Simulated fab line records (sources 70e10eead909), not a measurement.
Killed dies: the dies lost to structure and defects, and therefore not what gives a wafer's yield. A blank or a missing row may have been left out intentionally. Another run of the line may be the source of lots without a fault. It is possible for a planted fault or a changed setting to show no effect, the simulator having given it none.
Which tool did it? | flow nand harc | Sampling: 6 lots, 18 wafers, 3 of 1159 route steps

## WHAT THE GAUGES SHOWED, per wafer
NHARC_END_SORT_01.
lot  | measured     | on        | sort_bin_4_pct (%)
L411 | day 19 23:25 | prober-01 | 2.4 3.4 1.6
L414 | day 20 15:47 | prober-01 | 2.5 2.5 2.4
L420 | day 21 09:38 | prober-01 | 2.8 2.4 3.2
L427 | day 23 10:20 | prober-02 | 2.7 3.4 3.4
L430 | day 23 21:25 | prober-01 | 2.2 3.0 2.5
L433 | day 25 00:38 | prober-01 | 1.8 2.1 1.6

## WHAT TOOL EACH LOT RAN ON (gives the tool, then ch and the chambers of the sampled wafers, and finally the start)
lot  | NHARC_A_BONDPAD_ETCH_12                       | NHARC_A_BONDPAD_ECD_18
L411 | rie diel-09 ch 0,1, day 18 06:07 or earlier   | ecd cu-01 ch 0,1, day 18 07:06
L414 | rie diel-09 ch 0,2, day 18 22:16 or earlier   | ecd cu-01 ch 0,1, day 18 23:15
L420 | rie diel-09 ch 1,2, day 20 03:04 or earlier   | ecd cu-02 ch 0,1, day 20 04:21
L427 | rie diel-09 ch 2,3, day 22 01:59 or earlier   | ecd cu-02 ch 0,1, day 22 02:58
L430 | rie diel-11 ch 2,3, day 22 12:03 or earlier   | ecd cu-02 ch 0,1, day 22 13:59
L433 | rie diel-09 ch 1,2,3, day 23 17:25 or earlier | ecd cu-01 ch 0,1, day 23 18:31
- NHARC_A_BONDPAD_ETCH_12: etches the open film in CHF3/O2, target depth 220 nm, time 110 s.
- NHARC_A_BONDPAD_ECD_18: material Cu, target thk 400 nm.

## THE ANSWER, worked out from the rows above alone
Rule: usual is defined by the lots themselves. The widest of any qualifying gaps counts: lots, ordered by their means at a reading, are off when they make up no more than a third of the lots, leave a main group of 4 or more, and stand apart from it by 3 or more times the standard deviation of that group's means. If all means in a main group match to the digits the tables above print for the reading, that group is not used. Also off: a lot with no number at a reading for which 4 or more lots have one. All remaining lots with rows at the step are treated as sound.
No lot is off at any reading shown: from this, nothing can be told.

## WHAT THE SIMULATOR HAD PUT IN
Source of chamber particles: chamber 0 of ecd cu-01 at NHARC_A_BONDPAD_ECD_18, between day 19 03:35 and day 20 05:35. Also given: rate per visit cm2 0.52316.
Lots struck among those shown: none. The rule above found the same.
